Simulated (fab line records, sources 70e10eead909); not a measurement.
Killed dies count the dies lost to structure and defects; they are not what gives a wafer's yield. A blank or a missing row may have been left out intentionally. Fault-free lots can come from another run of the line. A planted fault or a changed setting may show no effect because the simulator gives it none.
Chamber matching + flow nand harc + 4 sister chambers for NHARC_P_M0_ETCH_34 on rie diel-08
The step etches the open film in N2/H2, target depth 40 nm, overetch 12 nm, time 43.94 s. 8 wafers are shown with their chamber, then 9 later ones without.

## EACH WAFER AND ITS CHAMBER
| wafer  | chamber | showerhead plenum p Torr (Torr) | rf fwd power W (W) |
|--------|---------|---------------------------------|--------------------|
| L078.4 | 1       | 2.02                            | 393.2              |
| L080.6 | 0       | 1.88                            | 397.3              |
| L085.4 | 1       | 2.01                            | 396.5              |
| L085.5 | 3       | 1.93                            | 397.5              |
| L085.6 | 0       | 1.88                            | 396.4              |
| L087.2 | 2       | 2.05                            | 393.4              |
| L087.3 | 3       | 1.93                            | 397.8              |
| L087.6 | 2       | 2.05                            | 392.9              |

## WAFERS WITHOUT THEIR CHAMBER
| wafer  | showerhead plenum p Torr (Torr) | rf fwd power W (W) |
|--------|---------------------------------|--------------------|
| L091.1 | 2.05                            | 394.9              |
| L091.4 | 2.01                            | 396.1              |
| L091.6 | 2.05                            | 394.0              |
| L093.2 | 1.87                            | 396.6              |
| L093.3 | 2.04                            | 392.4              |
| L093.4 | 2.01                            | 393.9              |
| L094.4 | 1.92                            | 398.3              |
| L094.5 | 2.01                            | 394.9              |
| L094.6 | 1.87                            | 395.1              |

## WHICH CHAMBER EACH ONE RAN IN
| wafer  | from the rows above | in truth |
|--------|---------------------|----------|
| L091.1 | 2                   | 2        |
| L091.4 | 1                   | 1        |
| L091.6 | 2                   | 2        |
| L093.2 | 0                   | 0        |
| L093.3 | 2                   | 2        |
| L093.4 | 1                   | 1        |
| L094.4 | 3                   | 3        |
| L094.5 | 1                   | 1        |
| L094.6 | 0                   | 0        |
9 of 9 placed correctly. Number that these rows cannot place: 0. Wrongly placed: 0.
How it was worked out, from the rows above alone: a wafer's distance from a chamber is the root of the sum, over the readings, of the square of ((its reading less the chamber's mean) divided by the reading's scatter). If the next closest chamber is less than 2 further off than the closest, the wafer can't be placed; otherwise it belongs to the closest. Each chamber's mean is taken over the wafers shown for it. The scatter: take each reading less its chamber's mean, square it, sum over the shown wafers, divide by the number of wafers less the number of chambers, and take the root.
